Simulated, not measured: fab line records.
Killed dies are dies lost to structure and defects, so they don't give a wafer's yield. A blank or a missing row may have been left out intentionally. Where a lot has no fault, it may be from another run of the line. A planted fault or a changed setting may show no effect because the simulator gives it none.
Which tool is to blame? | flow n5-finfet | 30 wafers from 10 lots sampled at 5 of the route's 1938 steps

WHAT THE GAUGES SHOWED, per wafer
N5_BEOL_M4_RC_MEAS_101.
lot  | measured     | on        | RC_DENSE_P (ohm.um)
L606 | day 8 02:04  | prober-02 | 23.6 21.7 24.5
L608 | day 8 20:26  | prober-01 | 24.9 24.8 24.8
L610 | day 8 23:56  | prober-02 | 23.3 24.9 23.7
L613 | day 10 21:11 | prober-01 | 24.5 23.9 24.1
L614 | day 10 09:25 | prober-01 | 23.3 23.8 23.4
L618 | day 11 17:02 | prober-02 | 23.8 24.1 24.1
L619 | day 11 19:22 | prober-02 | 33.4 32.3
L620 | day 11 18:13 | prober-01 | 32.8 32.5 32.3
L622 | day 12 19:31 | prober-01 | 33.0 32.0
L623 | day 12 20:11 | prober-02 | 23.7 24.1 24.2

WHICH TOOL RAN EACH LOT (tool, then ch and the chambers of the sampled wafers, then the start)
lot  | N5_MOL_CONTACT_COAG_ETCH_59       | N5_MOL_CONTACT_COAG_IMPLANT_129 | N5_MOL_CONTACT_COAG_SIL_ANNEAL_21 | N5_MOL_CONTACT_COAG_PRE_CLEAN_141
L606 | rie-diel-01 ch 0,2,3, day 4 23:09 | implanter-02 ch 0, day 4 23:36  | rtp-anneal-01 ch 0, day 5 00:34   | pvd-sputter-01, day 5 02:52
L608 | rie-diel-01 ch 0,3, day 5 09:24   | implanter-02 ch 0, day 5 09:48  | rtp-anneal-01 ch 0, day 5 14:03   | pvd-sputter-01, day 5 14:34
L610 | rie-diel-05 ch 2,3, day 6 01:58   | implanter-02 ch 0, day 6 02:24  | rtp-anneal-01 ch 0, day 6 03:20   | pvd-sputter-03, day 6 03:44
L613 | rie-diel-03 ch 0,3, day 6 17:24   | implanter-01 ch 0, day 6 17:48  | rtp-anneal-01 ch 0, day 6 18:46   | pvd-sputter-03, day 6 19:19
L614 | rie-diel-01 ch 1,2,3, day 6 22:34 | implanter-02 ch 0, day 6 22:57  | rtp-anneal-02 ch 0, day 7 00:38   | pvd-sputter-01, day 7 01:11
L618 | rie-diel-03 ch 2,3, day 8 01:36   | implanter-02 ch 0, day 8 02:10  | rtp-anneal-01 ch 0, day 8 03:44   | pvd-sputter-01, day 8 04:31
L619 | rie-diel-01 ch 0,1, day 8 02:37   | implanter-02 ch 0, day 8 03:05  | rtp-anneal-02 ch 0, day 8 04:12   | pvd-sputter-02, day 8 06:41
L620 | rie-diel-01 ch 0,1, day 8 09:49   | implanter-02 ch 0, day 8 10:14  | rtp-anneal-01 ch 0, day 8 11:50   | pvd-sputter-01, day 8 12:24
L622 | rie-diel-01 ch 1,2,3, day 8 23:52 | implanter-02 ch 0, day 9 00:17  | rtp-anneal-02 ch 0, day 9 01:21   | pvd-sputter-02, day 9 02:11
L623 | rie-diel-01 ch 2,3, day 9 05:13   | implanter-01 ch 0, day 9 05:37  | rtp-anneal-01 ch 0, day 9 08:06   | pvd-sputter-03, day 9 09:02
- N5_MOL_CONTACT_COAG_ETCH_59: etches underlayer in N2/H2, target depth 13 nm, time 10.4 s.
- N5_MOL_CONTACT_COAG_IMPLANT_129
- N5_MOL_CONTACT_COAG_SIL_ANNEAL_21: time 60 s.
- N5_MOL_CONTACT_COAG_PRE_CLEAN_141: time 60 s.

THE ANSWER, worked out from the rows above alone
Rule: what is usual is taken from the lots themselves. Put in order of their means at a reading, lots are off if they are a third of the lots or fewer, leave a main group of 4 or more, and stand apart from it by a gap of 3 or more times the standard deviation of the main group's means; of several such gaps the widest counts. A main group whose means are all the same, to the digits that the tables above print for the reading, isn't used. Also off: a lot with no number at a reading for which 4 or more lots have one. The other lots that the step has rows for count as sound.
Off: L619, L620, L622, at N5_BEOL_M4_RC_MEAS_101 (RC_DENSE_P). The main group: mean 24.0 ohm.um, standard deviation 0.46.
If a tool, at a process step before that reading, ran all the lots that are off and no sound lot after the first of them, it fits. The gauges at N5_BEOL_M4_RC_MEAS_101 are tried like those tools. One fits: N5_MOL_CONTACT_COAG_IMPLANT_129 on implanter-02. A fault onset in the window from L618 (day 8 02:10, its last sound lot) to L619 (day 8 03:05, its first lot off) fits.

WHAT THE SIMULATOR HAD PUT IN
Process parameter drift: implanter-02, from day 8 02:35 on, at N5_MOL_CONTACT_COAG_IMPLANT_129. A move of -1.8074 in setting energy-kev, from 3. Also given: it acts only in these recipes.
Lots struck among those shown: L620, L619, L622. The rule above found the same.
